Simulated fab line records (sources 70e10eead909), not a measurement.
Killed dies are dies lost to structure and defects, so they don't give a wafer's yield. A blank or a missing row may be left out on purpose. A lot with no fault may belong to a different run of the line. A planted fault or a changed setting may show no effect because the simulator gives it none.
Matching of chambers -- flow nand_harc -- 4 sister chambers for NHARC_P_GATE_ETCH_104 on rie_diel-02
The step etches the open film in CF4/CHF3, target depth 60 nm. 14 wafers are shown with their chamber, then 7 later ones without.

== WAFERS WITH THEIR CHAMBER ==
wafer,chamber,drypump_motor_current_A (A),rf_vpp_V (V),chamber_pressure_mTorr (mTorr)
L075.1,3,5.8,371.9,24.954
L075.2,2,5.9,369.5,25.036
L075.5,0,5.7,374.3,25.035
L078.1,0,5.8,373.0,24.999
L078.2,3,5.8,370.0,24.967
L078.5,2,5.9,369.8,24.995
L079.2,3,5.8,370.8,24.992
L079.3,0,5.8,375.6,24.987
L079.6,2,5.9,369.3,24.995
L080.1,1,5.6,372.1,24.930
L080.4,2,5.9,367.2,24.992
L080.6,2,5.9,367.3,25.009
L082.1,3,5.8,371.6,25.029
L082.2,0,5.7,373.8,25.034

SIGNATURES (means of the wafers above)
reading,chamber 0,chamber 1,chamber 2,chamber 3,scatter within a chamber
drypump_motor_current_A,5.750,5.600,5.900,5.800,0.0316
rf_vpp_V,374.175,372.100,368.620,371.075,1.1
chamber_pressure_mTorr,25.01375,24.93000,25.00540,24.98550,0.0253
Rule: a wafer's distance from a chamber is the root of the sum, over the readings, of the square of ((its reading less the chamber's mean) divided by the reading's scatter). The wafer belongs to the nearest chamber; if the next one is less than 2 further off, it can't be placed. How the scatter is found: for the shown wafers, subtract from each reading the mean of its chamber, square and add these, divide the total by (wafers less chambers), then take the root.

== WAFERS WITH NO CHAMBER GIVEN ==
wafer,drypump_motor_current_A (A),rf_vpp_V (V),chamber_pressure_mTorr (mTorr)
L082.4,5.6,372.6,24.973
L089.2,5.8,371.1,25.007
L089.3,5.8,374.9,25.020
L089.4,5.6,373.0,25.002
L090.3,5.6,371.8,25.030
L090.4,5.9,369.1,25.018
L090.5,5.9,368.7,24.970

== THE CHAMBER EACH PASSED THROUGH ==
wafer,from the rows above,in truth
L082.4,1,1
L089.2,3,3
L089.3,can't be placed: 0 or 3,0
L089.4,can't be placed: 1 or 0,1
L090.3,can't be placed: 1 or 0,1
L090.4,2,2
L090.5,2,2
Correctly placed: 4 of 7. Can't be placed from these rows: 3 (the true chamber is among the candidates in 3). Wrongly placed: 0.
